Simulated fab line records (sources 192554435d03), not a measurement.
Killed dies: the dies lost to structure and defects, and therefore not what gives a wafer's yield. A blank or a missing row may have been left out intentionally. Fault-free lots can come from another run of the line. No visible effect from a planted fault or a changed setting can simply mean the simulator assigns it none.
Matching of chambers | flow n5_finfet | N5_BEOL_M1_PECVD_72 on pecvd-01: 3 sister chambers
The step deposits SiO2 from TEOS/O2, target thk 16 nm, time 18 s. 6 wafers are shown with their chamber, then 9 later ones without.

## WAFERS WITH THEIR CHAMBER
wafer  | chamber | throttle_valve_pct (%) | showerhead_plenum_p_Torr (Torr)
L078.2 | 0       | 21.5                   | 8.77
L080.2 | 2       | 23.0                   | 8.72
L080.5 | 2       | 22.8                   | 8.71
L081.2 | 1       | 24.0                   | 8.66
L081.5 | 1       | 24.4                   | 8.68
L081.6 | 0       | 21.3                   | 8.76

## WAFERS WITHOUT THEIR CHAMBER
wafer  | throttle_valve_pct (%) | showerhead_plenum_p_Torr (Torr)
L085.1 | 21.6                   | 8.74
L085.4 | 24.2                   | 8.65
L085.5 | 21.1                   | 8.75
L086.1 | 24.1                   | 8.65
L086.4 | 24.1                   | 8.66
L086.6 | 22.9                   | 8.69
L094.2 | 21.2                   | 8.71
L094.3 | 24.4                   | 8.66
L094.6 | 21.3                   | 8.75

## EACH ONE'S CHAMBER
wafer  | from the rows above | in truth
L085.1 | 0                   | 0
L085.4 | 1                   | 1
L085.5 | 0                   | 0
L086.1 | 1                   | 1
L086.4 | 1                   | 1
L086.6 | 2                   | 2
L094.2 | 0                   | 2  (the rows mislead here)
L094.3 | 1                   | 1
L094.6 | 0                   | 0
Placed correctly: 8 of 9. Can't be placed from these rows: 0. Number placed wrongly: 1.
How it was worked out, from the rows above alone: a wafer's distance from a chamber is the root of the sum, over the readings, of the square of ((its reading less the chamber's mean) divided by the reading's scatter). If the next closest chamber is less than 2 further off than the closest, the wafer can't be placed; otherwise it belongs to the closest. A chamber's mean is the mean of its shown wafers. The scatter: take each reading less its chamber's mean, square it, sum over the shown wafers, divide by the number of wafers less the number of chambers, and take the root.
